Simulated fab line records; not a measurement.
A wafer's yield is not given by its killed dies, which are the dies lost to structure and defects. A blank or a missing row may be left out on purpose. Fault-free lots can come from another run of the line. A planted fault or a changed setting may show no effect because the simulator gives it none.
Struck lot and sound lot, side by side / flow n5Finfet / 14 out of 1938 route steps
Sound: wafers L563.3, L563.4, L563.6. Struck: wafers L568.3, L568.4, L568.5. At the end, the cause is stated.
At each step with rows: each side's tool, then ch and its chambers, then its first start. Under that, the readings that differ: sound wafers / struck wafers / difference of the means / sigmas: that difference in standard deviations of wafers without a fault.
alike: readings whose means differ by less than 2 such deviations, and words and numbers that are the same on both sides. not compared: withheld readings, readings that some wafer has no value for, bounds like >300 that may hide the same value, and numbers for which the record gives no deviation and whose values overlap.
The two part at a step that has a row with sigmas, a row that says differs or no value, or rows on one side only. When numbers do not overlap yet have no deviation, they are printed without sigmas and do not part them. Lack of a reading on every wafer of one side parts them only where that side has two or more wafers.

N5_BEOL_M8_RS_MEAS_57: measures by four-point-probe.
  sound on filmMetro-02, day 9 18:57; struck on filmMetro-02, day 11 00:23
reading=M8_RS (ohm/sq); sound=0.318 0.303 0.315; struck=0.275 0.278 0.287; difference=-0.032; sigmas=-3
N5_BEOL_M8_INSPECT_58: inspects for defects (darkfield).
  sound on defectInspect-02, day 9 18:59; struck on defectInspect-01, day 11 00:25
  alike: rawDefectCount
N5_BEOL_M9_ILD_DEP_00: deposits SiCOH lowk from DEMS/porogen, target thk 308.51 nm, time 58 s.
  sound on pecvd-03 ch 0,1, day 9 19:01; struck on pecvd-02 ch 0,1, day 11 00:26
  alike: heaterPowerW, showerheadPlenumPTorr, susceptorTempC, throttleValvePct
N5_BEOL_M9_CURE_71: cures SiCOH lowk, time 240 s.
  sound on uvCure-01 ch 0, day 9 19:15; struck on uvCure-02 ch 0, day 11 00:41
  alike: lampPowerPct, wafer_temp_C_max
N5_BEOL_M9_THK_MEAS_01:
  sound on filmMetro-02, day 9 19:37; struck on filmMetro-01, day 11 01:02
  alike: M9_ILD_THK
N5_BEOL_M9_PECVD_70: deposits SiO2 from TEOS/O2, target thk 20 nm, time 22.7 s.
  sound on pecvd-02 ch 0,1, day 9 19:40; struck on pecvd-01 ch 0,2, day 11 01:04
  alike: heaterPowerW, showerheadPlenumPTorr, susceptorTempC, throttleValvePct
N5_BEOL_M9_HM_DEP_02: deposits TiN, target thk 20 nm.
  sound on pvdSputter-01, day 9 20:50; struck on pvdSputter-01, day 11 02:32
  alike: susceptorTempC, throttleValvePct
then, 5 steps without rows for these wafers: N5_BEOL_M9_COAT_59 (time 60 s, resist thk 100 nm); N5_BEOL_M9_COAT_60 (time 60 s, resist thk 30 nm); N5_BEOL_M9_COAT_05 (resist thk 90 nm); N5_BEOL_M9_EBR_07; N5_BEOL_M9_SOFTBAKE_06 (time 60 s).
N5_BEOL_M9_EXPOSE_08: exposes mask M9.
  struck on arfiScanner-02, day 11 02:55; sound on arfiScanner-02 ch 0, day 9 21:13
  no value came back on the struck wafers for dipoleOpeningDeg (degrees), exposureDoseMJCm2, na, stageVelMmS (mm/s); on the sound wafers dipoleOpeningDeg (degrees) reads 40 40 40
  alike: mask
then, 1 step without rows for these wafers: N5_BEOL_M9_PEB_09 (peb time 60 s).

## WHERE THEY PART
Earliest at N5_BEOL_M8_RS_MEAS_57; latest, in this record, at N5_BEOL_M9_EXPOSE_08.

WHY: the cause the simulator had injected
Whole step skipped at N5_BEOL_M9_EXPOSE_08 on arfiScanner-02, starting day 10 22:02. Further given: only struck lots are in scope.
